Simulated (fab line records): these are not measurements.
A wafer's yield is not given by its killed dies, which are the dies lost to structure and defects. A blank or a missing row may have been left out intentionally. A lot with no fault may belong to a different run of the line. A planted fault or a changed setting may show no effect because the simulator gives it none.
Matching of chambers || flow n5_finfet || cvd_co-01 running N5_MOL_CONTACT_COAG_CO_FILL_22: 3 sister chambers
The step material Co, precursor CCTBA/H2, target thk 20 nm. 3 wafers are shown with their chamber, then 12 later ones without.

WAFERS, EACH WITH ITS CHAMBER
{"wafer": "L084.5", "chamber": 1, "heater_power_w (W)": 262}
{"wafer": "L086.5", "chamber": 0, "heater_power_w (W)": 217}
{"wafer": "L086.6", "chamber": 2, "heater_power_w (W)": 261}

WAFERS MISSING THEIR CHAMBER
{"wafer": "L090.3", "heater_power_w (W)": 216}
{"wafer": "L090.5", "heater_power_w (W)": 260}
{"wafer": "L090.6", "heater_power_w (W)": 256}
{"wafer": "L092.3", "heater_power_w (W)": 213}
{"wafer": "L092.4", "heater_power_w (W)": 267}
{"wafer": "L092.5", "heater_power_w (W)": 216}
{"wafer": "L093.2", "heater_power_w (W)": 216}
{"wafer": "L093.4", "heater_power_w (W)": 261}
{"wafer": "L093.5", "heater_power_w (W)": 217}
{"wafer": "L095.1", "heater_power_w (W)": 220}
{"wafer": "L095.4", "heater_power_w (W)": 266}
{"wafer": "L095.5", "heater_power_w (W)": 217}

WHICH CHAMBER EACH ONE RAN IN
{"wafer": "L090.3", "from the rows above": 0, "in truth": 0}
{"wafer": "L090.5", "from the rows above": "can't be placed: 2 or 1", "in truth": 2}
{"wafer": "L090.6", "from the rows above": "can't be placed: 2 or 1", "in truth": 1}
{"wafer": "L092.3", "from the rows above": 0, "in truth": 0}
{"wafer": "L092.4", "from the rows above": "can't be placed: 1 or 2", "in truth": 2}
{"wafer": "L092.5", "from the rows above": 0, "in truth": 0}
{"wafer": "L093.2", "from the rows above": 0, "in truth": 0}
{"wafer": "L093.4", "from the rows above": "can't be placed: 2 or 1", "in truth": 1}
{"wafer": "L093.5", "from the rows above": 0, "in truth": 0}
{"wafer": "L095.1", "from the rows above": 0, "in truth": 0}
{"wafer": "L095.4", "from the rows above": "can't be placed: 1 or 2", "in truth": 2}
{"wafer": "L095.5", "from the rows above": 0, "in truth": 0}
Placed correctly: 7 of 12. Unplaceable from these rows: 5, with the true chamber sitting among the candidates in 5. Number placed wrongly: 0.
How it was worked out, from the rows above alone: a wafer's distance from a chamber is the root of the sum, over the readings, of the square of ((its reading less the chamber's mean) divided by the reading's scatter). The wafer belongs to the nearest chamber; if the next one is less than 2 further off, it can't be placed. A chamber's mean is the mean of its shown wafers. The scatter: with one shown wafer a chamber, the root of the mean of the squares of how far each hidden wafer lies from its nearest shown one.
